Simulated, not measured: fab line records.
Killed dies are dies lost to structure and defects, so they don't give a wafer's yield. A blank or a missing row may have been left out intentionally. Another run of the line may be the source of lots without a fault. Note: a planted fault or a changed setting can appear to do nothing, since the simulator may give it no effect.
Chamber matching :: flow n5 finfet :: 3 sister chambers for N5_FIN_SAQP_PECVD_06 on pecvd-04
The step deposits a-Si from SiH4/He, target thk 60 nm, time 48.1 s. 6 wafers are shown with their chamber, then 8 later ones without.

WAFERS PAIRED WITH THEIR CHAMBERS
wafer: L080.3
chamber: 1
showerhead plenum p Torr (Torr): 5.72
throttle valve pct (%): 18.6

wafer: L080.6
chamber: 2
showerhead plenum p Torr (Torr): 5.60
throttle valve pct (%): 16.8

wafer: L085.4
chamber: 0
showerhead plenum p Torr (Torr): 5.70
throttle valve pct (%): 18.3

wafer: L085.5
chamber: 1
showerhead plenum p Torr (Torr): 5.73
throttle valve pct (%): 18.5

wafer: L085.6
chamber: 2
showerhead plenum p Torr (Torr): 5.60
throttle valve pct (%): 17.2

wafer: L086.1
chamber: 0
showerhead plenum p Torr (Torr): 5.71
throttle valve pct (%): 18.1

WAFERS WITH NO CHAMBER GIVEN
wafer: L086.3
showerhead plenum p Torr (Torr): 5.71
throttle valve pct (%): 18.5

wafer: L086.4
showerhead plenum p Torr (Torr): 5.59
throttle valve pct (%): 17.3

wafer: L088.1
showerhead plenum p Torr (Torr): 5.70
throttle valve pct (%): 18.7

wafer: L088.2
showerhead plenum p Torr (Torr): 5.70
throttle valve pct (%): 18.4

wafer: L088.6
showerhead plenum p Torr (Torr): 5.59
throttle valve pct (%): 17.1

wafer: L092.1
showerhead plenum p Torr (Torr): 5.73
throttle valve pct (%): 18.8

wafer: L092.2
showerhead plenum p Torr (Torr): 5.70
throttle valve pct (%): 18.1

wafer: L092.6
showerhead plenum p Torr (Torr): 5.61
throttle valve pct (%): 17.2

CHAMBER TAKEN BY EACH
wafer: L086.3
from the rows above: can't be placed: 0 or 1
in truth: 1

wafer: L086.4
from the rows above: 2
in truth: 2

wafer: L088.1
from the rows above: can't be placed: 0 or 1
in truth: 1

wafer: L088.2
from the rows above: 0
in truth: 0

wafer: L088.6
from the rows above: 2
in truth: 2

wafer: L092.1
from the rows above: 1
in truth: 1

wafer: L092.2
from the rows above: 0
in truth: 0

wafer: L092.6
from the rows above: 2
in truth: 2
6 of 8 placed correctly. Cannot be placed on the basis of these rows: 2; the candidates contain the true chamber in 2. Number placed wrongly: 0.
How it was worked out, from the rows above alone: a wafer's distance from a chamber is the root of the sum, over the readings, of the square of ((its reading less the chamber's mean) divided by the reading's scatter). If the next closest chamber is less than 2 further off than the closest, the wafer can't be placed; otherwise it belongs to the closest. Each chamber's mean is taken over the wafers shown for it. The scatter is the square root of a quotient: the sum, over the shown wafers, of each reading's squared deviation from its chamber's mean, divided by wafers minus chambers.
